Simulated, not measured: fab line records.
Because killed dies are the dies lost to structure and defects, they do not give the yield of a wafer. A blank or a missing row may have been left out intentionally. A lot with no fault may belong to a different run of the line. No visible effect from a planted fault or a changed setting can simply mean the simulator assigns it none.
fab line records -- flow nand_harc
record: lots: 6, wafers: 18, last_day: 31
route steps=1302 shown A_ONON_D2@552 END@1302
lots that met no fault: from a run of the same line without faults
start_h: hours from the record's opening day to when the first of the lot's shown wafers began -- wait_h: how many hours have passed since the lot's step before this one -- " repeats the value in the row above -- L1.1+2: one row covering several wafers at once -- - no value, or no start was given -- * or withheld: withheld -- < > ~ a bound
route shown NAME@n: names a module that has steps shown in the file, with the first one's number in the route -- usual: the fault-free wafers' mean and standard deviation -- same: alike in all rows -- chamber/n: place in a boat -- sites: per-site readings -- _std_site: their standard deviation -- _edge_site: outer sites' mean less inner sites' -- radius_mm: how far each site lies from the wafer's centre -- mask NAME#n: copy n -- behind: the last tool/chamber to shape the wafer -- hold: cause of the lot's hold/its duration in hours/its outcome -- device: the n, p or np transistor that did not switch -- end of line: tests of these same wafers at the route's end -- for a step that has no rows: nothing shown but its recipe -- killed: the dies lost at the first sort to structure and to defects; this is not the yield of the wafer -- map: shows each die of a wafer: x if killed, . if not, _ if none is there
set.NAME: setting as actually run; set.NAME@STEP: the setting as run at that earlier step -- model.NAME: the simulator's own value behind a step, which no gauge read
certain route steps with their lots: each step a table, each wafer a row
services: from which hour (start_h, from the record's first day; less than 0 if before it) a tool's chamber was out of use, for how many hours, and why
== steps ==
step: NHARC_A_ONON_D2_THK_MEAS_11
recipe: thk_meas_gauge: ellipsometry
usual: thk_nm: 1001/10
lot.wafer,tool,chamber,start_h,wait_h,thk_nm
L331.2,film_metro-01,-,304.65,-,1002
L331.3,film_metro-01,-,304.65,-,1004
L331.6,film_metro-01,-,304.65,-,1005
L334.3,film_metro-01,-,330.90,-,1012
L334.4,film_metro-01,-,330.90,-,1012
L334.6,film_metro-01,-,330.90,-,1012
L341.1,film_metro-02,-,409.89,-,1000
L341.5,film_metro-02,-,409.89,-,1000
L341.6,film_metro-02,-,409.89,-,1000
L342.1,film_metro-02,-,431.78,-,993
L342.2,film_metro-02,-,431.78,-,992
L342.5,film_metro-02,-,431.78,-,994
L343.2,film_metro-01,-,431.87,-,1016
L343.5,film_metro-01,-,431.87,-,1016
L343.6,film_metro-01,-,431.87,-,1015
L346.1,film_metro-01,-,461.31,-,1025
L346.3,film_metro-01,-,461.31,-,1024
L346.5,film_metro-01,-,461.31,-,1025
step: NHARC_A_ONON_D2_DEP_12
recipe: target_thk_a: 10000, n2_flow_sccm: 2750, n2o_flow_sccm: 2000, nh3_flow_sccm: 500, sih4_flow_sccm: 210, temp_c: 400
step: NHARC_A_ONON_D2_THK_MEAS_14
recipe: thk_meas_gauge: ellipsometry
usual: thk_nm: 998/13
lot.wafer,tool,chamber,start_h,wait_h,thk_nm
L331.2,film_metro-01,-,305.21,-,993
L331.3,film_metro-01,-,305.21,-,990
L331.6,film_metro-01,-,305.21,-,991
L334.3,film_metro-02,-,331.47,-,989
L334.4,film_metro-02,-,331.47,-,989
L334.6,film_metro-02,-,331.47,-,989
L341.1,film_metro-02,-,410.45,-,993
L341.5,film_metro-02,-,410.45,-,992
L341.6,film_metro-02,-,410.45,-,993
L342.1,film_metro-01,-,432.35,-,1004
L342.2,film_metro-01,-,432.35,-,1004
L342.5,film_metro-01,-,432.35,-,1005
L343.2,film_metro-01,-,432.44,-,972
L343.5,film_metro-01,-,432.44,-,970
L343.6,film_metro-01,-,432.44,-,971
L346.1,film_metro-02,-,461.88,-,975
L346.3,film_metro-02,-,461.88,-,975
L346.5,film_metro-02,-,461.88,-,975
step: NHARC_A_ONON_D2_ANNEAL_15
recipe: temp_c: 750, time_s: 3600
step: NHARC_A_ONON_D2_DEP_16
recipe: target_thk_a: 10000, n2_flow_sccm: 2750, n2o_flow_sccm: 2000, nh3_flow_sccm: 500, sih4_flow_sccm: 210, temp_c: 400
step: NHARC_A_ONON_D2_THK_MEAS_18
recipe: thk_meas_gauge: ellipsometry
usual: thk_nm: 1003/9.4
lot.wafer,tool,chamber,start_h,wait_h,thk_nm
L331.2,film_metro-01,-,312.57,-,1024
L331.3,film_metro-01,-,312.57,-,1026
L331.6,film_metro-01,-,312.57,-,1025
L334.3,film_metro-01,-,338.89,-,991
L334.4,film_metro-01,-,338.89,-,992
L334.6,film_metro-01,-,338.89,-,992
L341.1,film_metro-02,-,421.05,-,1005
L341.5,film_metro-02,-,421.05,-,1004
L341.6,film_metro-02,-,421.05,-,1006
L343.2,film_metro-01,-,441.63,-,1005
L343.5,film_metro-01,-,441.63,-,1003
L343.6,film_metro-01,-,441.63,-,1004
L342.1,film_metro-02,-,441.63,-,1003
L342.2,film_metro-02,-,441.63,-,1002
L342.5,film_metro-02,-,441.63,-,1002
L346.1,film_metro-02,-,469.24,-,1007
L346.3,film_metro-02,-,469.24,-,1006
L346.5,film_metro-02,-,469.24,-,1006
step: NHARC_A_ONON_D2_DEP_19
recipe: target_thk_a: 10000, n2_flow_sccm: 2750, n2o_flow_sccm: 2000, nh3_flow_sccm: 500, sih4_flow_sccm: 210, temp_c: 400
step: NHARC_A_ONON_D2_THK_MEAS_21
recipe: thk_meas_gauge: ellipsometry
usual: thk_nm: 1000/10
lot.wafer,tool,chamber,start_h,wait_h,thk_nm
L331.2,film_metro-02,-,313.13,-,1003
L331.3,film_metro-02,-,313.13,-,1000
L331.6,film_metro-02,-,313.13,-,1000
L334.3,film_metro-01,-,339.47,-,983
L334.4,film_metro-01,-,339.47,-,984
L334.6,film_metro-01,-,339.47,-,986
L341.1,film_metro-01,-,421.61,-,1005
L341.5,film_metro-01,-,421.61,-,1007
L341.6,film_metro-01,-,421.61,-,1006
L343.2,film_metro-02,-,442.19,-,1004
L343.5,film_metro-02,-,442.19,-,1005
L343.6,film_metro-02,-,442.19,-,1002
L342.1,film_metro-01,-,442.19,-,990
L342.2,film_metro-01,-,442.19,-,988
L342.5,film_metro-01,-,442.19,-,989
L346.1,film_metro-02,-,469.80,-,1005
L346.3,film_metro-02,-,469.80,-,1004
L346.5,film_metro-02,-,469.80,-,1003
step: NHARC_A_ONON_D2_DEP_22
recipe: target_thk_a: 10000, n2_flow_sccm: 2750, n2o_flow_sccm: 2000, nh3_flow_sccm: 500, sih4_flow_sccm: 210, temp_c: 400
step: NHARC_A_ONON_D2_THK_MEAS_24
recipe: thk_meas_gauge: ellipsometry
usual: thk_nm: 1001/8.7
lot.wafer,tool,chamber,start_h,wait_h,thk_nm
L331.2,film_metro-02,-,313.70,-,1009
L331.3,film_metro-02,-,313.70,-,1011
L331.6,film_metro-02,-,313.70,-,1011
L334.3,film_metro-02,-,340.03,-,998
L334.4,film_metro-02,-,340.03,-,999
L334.6,film_metro-02,-,340.03,-,997
L341.1,film_metro-02,-,422.18,-,1009
L341.5,film_metro-02,-,422.18,-,1009
L341.6,film_metro-02,-,422.18,-,1009
L342.1,film_metro-02,-,442.76,-,990
L342.2,film_metro-02,-,442.76,-,988
L342.5,film_metro-02,-,442.76,-,993
L343.2,film_metro-01,-,442.76,-,997
L343.5,film_metro-01,-,442.76,-,998
L343.6,film_metro-01,-,442.76,-,999
L346.1,film_metro-02,-,470.37,-,1000
L346.3,film_metro-02,-,470.37,-,1000
L346.5,film_metro-02,-,470.37,-,1000
step: NHARC_A_ONON_D2_DEP_25
recipe: target_thk_a: 10000, n2_flow_sccm: 2750, n2o_flow_sccm: 2000, nh3_flow_sccm: 500, sih4_flow_sccm: 210, temp_c: 400
step: NHARC_A_ONON_D2_THK_MEAS_27
recipe: thk_meas_gauge: ellipsometry
usual: thk_nm: 997/9.4
lot.wafer,tool,chamber,start_h,wait_h,thk_nm
L331.2,film_metro-01,-,314.27,-,999
L331.3,film_metro-01,-,314.27,-,1001
L331.6,film_metro-01,-,314.27,-,1001
L334.3,film_metro-01,-,340.59,-,996
L334.4,film_metro-01,-,340.59,-,995
L334.6,film_metro-01,-,340.59,-,995
L341.1,film_metro-01,-,422.74,-,997
L341.5,film_metro-01,-,422.74,-,996
L341.6,film_metro-01,-,422.74,-,996
L343.2,film_metro-01,-,443.32,-,991
L343.5,film_metro-01,-,443.32,-,991
L343.6,film_metro-01,-,443.32,-,991
L342.1,film_metro-02,-,443.32,-,999
L342.2,film_metro-02,-,443.32,-,1000
L342.5,film_metro-02,-,443.32,-,1000
L346.1,film_metro-02,-,470.94,-,1003
L346.3,film_metro-02,-,470.94,-,1006
L346.5,film_metro-02,-,470.94,-,1004
step: NHARC_A_ONON_D2_DEP_28
recipe: target_thk_a: 10000, n2_flow_sccm: 2750, n2o_flow_sccm: 2000, nh3_flow_sccm: 500, sih4_flow_sccm: 210, temp_c: 400
usual: n2_flow_sccm: 2751/9.2, n2o_flow_sccm: 2000/5.6
lot.wafer,tool,chamber,start_h,wait_h,n2_flow_sccm,n2o_flow_sccm
L331.2,pecvd_onon-03,0,314.38,0.1,2755,1995
L331.3,pecvd_onon-03,0,314.38,0.1,2752,1988
L331.6,pecvd_onon-03,0,314.38,0.1,2751,1983
L334.3,pecvd_onon-02,0,340.77,0.2,2751,2005
L334.4,pecvd_onon-02,0,340.77,0.2,2755,1990
L334.6,pecvd_onon-02,0,340.77,0.2,2750,2003
L341.1,pecvd_onon-03,0,422.80,0.1,2751,1999
L341.5,pecvd_onon-03,0,422.80,0.1,2751,2004
L341.6,pecvd_onon-03,0,422.80,0.1,2754,2002
L342.1,pecvd_onon-03,0,443.38,0.1,2761,2006
L342.2,pecvd_onon-03,0,443.38,0.1,2758,1999
L342.5,pecvd_onon-03,0,443.38,0.1,2764,2008
L343.2,pecvd_onon-02,0,443.43,0.1,2754,1999
L343.5,pecvd_onon-02,0,443.43,0.1,2760,2000
L343.6,pecvd_onon-02,0,443.43,0.1,2755,1996
L346.1,pecvd_onon-02,0,471.00,0.1,2744,1989
L346.3,pecvd_onon-02,0,471.00,0.1,2757,1992
L346.5,pecvd_onon-02,0,471.00,0.1,2766,1999
step: NHARC_A_ONON_D2_THK_MEAS_30
recipe: thk_meas_gauge: ellipsometry
usual: thk_nm: 1000/10
lot.wafer,tool,chamber,start_h,wait_h,thk_nm
L331.2,film_metro-01,-,314.83,-,1000
L331.3,film_metro-01,-,314.83,-,1000
L331.6,film_metro-01,-,314.83,-,1000
L334.3,film_metro-01,-,341.16,-,993
L334.4,film_metro-01,-,341.16,-,993
L334.6,film_metro-01,-,341.16,-,994
L341.1,film_metro-01,-,423.30,-,987
L341.5,film_metro-01,-,423.30,-,986
L341.6,film_metro-01,-,423.30,-,657
L343.2,film_metro-01,-,443.88,-,1011
L343.5,film_metro-01,-,443.88,-,1010
L343.6,film_metro-01,-,443.88,-,1010
L342.1,film_metro-02,-,443.88,-,1003
L342.2,film_metro-02,-,443.88,-,675
L342.5,film_metro-02,-,443.88,-,1003
L346.1,film_metro-01,-,471.51,-,994
L346.3,film_metro-01,-,471.51,-,993
L346.5,film_metro-01,-,471.51,-,993
step: NHARC_A_ONON_D2_DEP_33
recipe: target_thk_a: 2000, temp_c: 400, pressure_torr: 6.5, rf_w: 900, teos_flow_sccm: 161.4, flow_sccm: 2650, target_thk_nm: 200, gas: O2, material: SiO2
usual: heater_power_w: 542/120, throttle_valve_pct: 16.1/0.52
lot.wafer,tool,chamber,start_h,wait_h,heater_power_w,since_wet_clean_h,throttle_valve_pct
L331.2,pecvd-04,2,314.89,0.1,491,33,15.6
L331.3,pecvd-04,0,314.89,0.1,538,33,15.9
L331.6,pecvd-04,0,314.89,0.1,564,-,15.9
L334.3,pecvd-02,2,341.21,0.1,622,101,16.1
L334.6,pecvd-02,0,341.21,0.1,674,-,16.4
L334.4,pecvd-02,1,341.21,0.1,425,-,17.2
L341.1,pecvd-02,1,423.45,0.1,404,2,16.7
L341.6,pecvd-02,2,423.45,0.1,720,-,15.7
L341.5,pecvd-02,0,423.45,0.1,752,-,16.4
L343.2,pecvd-04,1,443.94,0.1,529,162,16.2
L343.5,pecvd-04,1,443.94,0.1,525,-,16.0
L343.6,pecvd-04,0,443.94,0.1,539,-,16.1
L342.1,pecvd-02,2,443.94,0.1,636,23,15.7
L342.2,pecvd-02,1,443.94,0.1,340,23,16.6
L342.5,pecvd-02,2,443.94,0.1,635,-,15.4
L346.1,pecvd-03,1,471.61,0.1,702,93,15.7
L346.3,pecvd-03,2,471.61,0.1,542,93,16.4
L346.5,pecvd-03,0,471.61,0.1,456,-,15.4
step: NHARC_END_SORT_01
recipe: temp_c: 25
usual: killed_at_array: 52/16, killed_at_other: 0.8/1.1, killed_at_periphery: 4.2/2.5, killed_dies: 57/16, killed_open: 3.4/2, killed_short: 2.6/1.6
same: gross_dies: 677
lot.wafer,tool,chamber,start_h,wait_h,killed_at_array,killed_at_other,killed_at_periphery,killed_dies,killed_open,killed_short
L341.6,prober-01,0,694.72,4.0,671,1,5,677,5,4
L342.2,prober-01,0,709.02,2.8,676,0,1,677,3,2
killed by level:class
L341.6 A_ONON_D2:area_dep=635 A_CHANNEL_HOLE_D2:chamber_film_flake=14 A_CHANNEL_HOLE_D1:chamber_film_flake=5 P_ZERO_WELL:chamber_film_flake=5 A_STAIRCASE:chamber_film_flake=3 A_WL_FILL:geometric_particle:short=2 A_M0:geometric_particle:open=2 A_SGD_CUT:chamber_film_flake=2
L342.2 A_ONON_D2:area_dep=631 A_CHANNEL_HOLE_D1:chamber_film_flake=19 A_CONTACT:chamber_film_flake=8 A_STAIRCASE:chamber_film_flake=7 A_SLIT:chamber_film_flake=5 A_CHANNEL_FILL_D1:geometric_particle:short=2 A_SOURCE_PLATE:geometric_particle:open=1 A_ONON_D2:geometric_particle:open=1
map L341.6 (x killed, . not)
____________x____________
_________xxxxxxx_________
_______xxxxxxxxxxx_______
______xxxxxxxxxxxxx______
_____xxxxxxxxxxxxxxx_____
____xxxxxxxxxxxxxxxxx____
____xxxxxxxxxxxxxxxxx____
___xxxxxxxxxxxxxxxxxxx___
___xxxxxxxxxxxxxxxxxxx___
__xxxxxxxxxxxxxxxxxxxxx__
__xxxxxxxxxxxxxxxxxxxxx__
_xxxxxxxxxxxxxxxxxxxxxxx_
_xxxxxxxxxxxxxxxxxxxxxxx_
_xxxxxxxxxxxxxxxxxxxxxxx_
_xxxxxxxxxxxxxxxxxxxxxxx_
_xxxxxxxxxxxxxxxxxxxxxxx_
xxxxxxxxxxxxxxxxxxxxxxxxx
xxxxxxxxxxxxxxxxxxxxxxxxx
xxxxxxxxxxxxxxxxxxxxxxxxx
xxxxxxxxxxxxxxxxxxxxxxxxx
xxxxxxxxxxxxxxxxxxxxxxxxx
_xxxxxxxxxxxxxxxxxxxxxxx_
_xxxxxxxxxxxxxxxxxxxxxxx_
_xxxxxxxxxxxxxxxxxxxxxxx_
_xxxxxxxxxxxxxxxxxxxxxxx_
_xxxxxxxxxxxxxxxxxxxxxxx_
__xxxxxxxxxxxxxxxxxxxxx__
__xxxxxxxxxxxxxxxxxxxxx__
___xxxxxxxxxxxxxxxxxxx___
___xxxxxxxxxxxxxxxxxxx___
____xxxxxxxxxxxxxxxxx____
____xxxxxxxxxxxxxxxxx____
_____xxxxxxxxxxxxxxx_____
______xxxxxxxxxxxxx______
_______xxxxxxxxxxx_______
_________xxxxxxx_________
____________x____________
map L342.2 (x killed, . not)
____________x____________
_________xxxxxxx_________
_______xxxxxxxxxxx_______
______xxxxxxxxxxxxx______
_____xxxxxxxxxxxxxxx_____
____xxxxxxxxxxxxxxxxx____
____xxxxxxxxxxxxxxxxx____
___xxxxxxxxxxxxxxxxxxx___
___xxxxxxxxxxxxxxxxxxx___
__xxxxxxxxxxxxxxxxxxxxx__
__xxxxxxxxxxxxxxxxxxxxx__
_xxxxxxxxxxxxxxxxxxxxxxx_
_xxxxxxxxxxxxxxxxxxxxxxx_
_xxxxxxxxxxxxxxxxxxxxxxx_
_xxxxxxxxxxxxxxxxxxxxxxx_
_xxxxxxxxxxxxxxxxxxxxxxx_
xxxxxxxxxxxxxxxxxxxxxxxxx
xxxxxxxxxxxxxxxxxxxxxxxxx
xxxxxxxxxxxxxxxxxxxxxxxxx
xxxxxxxxxxxxxxxxxxxxxxxxx
xxxxxxxxxxxxxxxxxxxxxxxxx
_xxxxxxxxxxxxxxxxxxxxxxx_
_xxxxxxxxxxxxxxxxxxxxxxx_
_xxxxxxxxxxxxxxxxxxxxxxx_
_xxxxxxxxxxxxxxxxxxxxxxx_
_xxxxxxxxxxxxxxxxxxxxxxx_
__xxxxxxxxxxxxxxxxxxxxx__
__xxxxxxxxxxxxxxxxxxxxx__
___xxxxxxxxxxxxxxxxxxx___
___xxxxxxxxxxxxxxxxxxx___
____xxxxxxxxxxxxxxxxx____
____xxxxxxxxxxxxxxxxx____
_____xxxxxxxxxxxxxxx_____
______xxxxxxxxxxxxx______
_______xxxxxxxxxxx_______
_________xxxxxxx_________
____________x____________
== services ==
tool,chamber,start_h,hours,kind
pecvd-04,-,303.80,1.0,repair
pecvd-02,0,305.80,3.8,repair
pecvd-03,-,366.06,13.0,pm
pecvd-03,0,366.06,13.0,vent_cycle
pecvd-03,1,366.06,13.0,vent_cycle
pecvd-03,2,366.06,13.0,vent_cycle
pecvd_onon-02,-,366.16,13.0,pm
pecvd-03,0,379.06,-,clean
pecvd_onon-03,-,408.00,13.0,pm
pecvd-02,-,408.35,13.0,pm
pecvd-02,0,408.35,13.0,vent_cycle
pecvd-02,1,408.35,13.0,vent_cycle
pecvd-02,2,408.35,13.0,vent_cycle
pecvd-02,0,421.35,-,clean
pecvd-02,1,421.35,-,clean
pecvd-02,2,421.35,-,clean
pecvd-04,-,450.18,13.0,pm
pecvd-04,0,450.18,13.0,vent_cycle
pecvd-04,1,450.18,13.0,vent_cycle
pecvd-04,2,450.18,13.0,vent_cycle
pecvd-03,1,454.60,2.7,repair
pecvd-04,0,463.18,-,clean
pecvd-04,1,463.18,-,clean
pecvd-04,2,463.18,-,clean
== key ==
first_sign: step: NHARC_A_ONON_D2_THK_MEAS_30, reading: thk_nm, direction: down, sigmas: 33, usual: 1000, struck: 666
effect: step: NHARC_END_SORT_01, reading: killed_at_array, direction: up, sigmas: 39, usual: 52, struck: 674
more_kills_born_at: NHARC_A_ONON_D2_DEP_28@pecvd_onon-03: 1266
met_at NHARC_A_ONON_D2_DEP_28
struck_wafers L341.6,L342.2
later_rows_left_out L341.6,L342.2
tester_left_out L341,L342
onset_between 314.38 422.80
fault: kind: process_parameter_drift, tool: pecvd_onon-03, chamber: -, onset_h: 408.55, steps: NHARC_A_ONON_D2_DEP_28, channel: target_thk_a, offset: *, shape: step, end_h: 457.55, scope: struck_wafers_only, acts_in: *, stated: *
tester_left_out: of these lots the tester's yield and bins aren't shown, on N5 and GAA mostly nor the transistor test; their killed dies are dies lost to structure and defects alone, not to doping, threshold or leakage, so they don't give the yield
later_rows_left_out: the simulator's readings of these wafers behind a module that went badly wrong aren't trusted and aren't shown, but for the sort
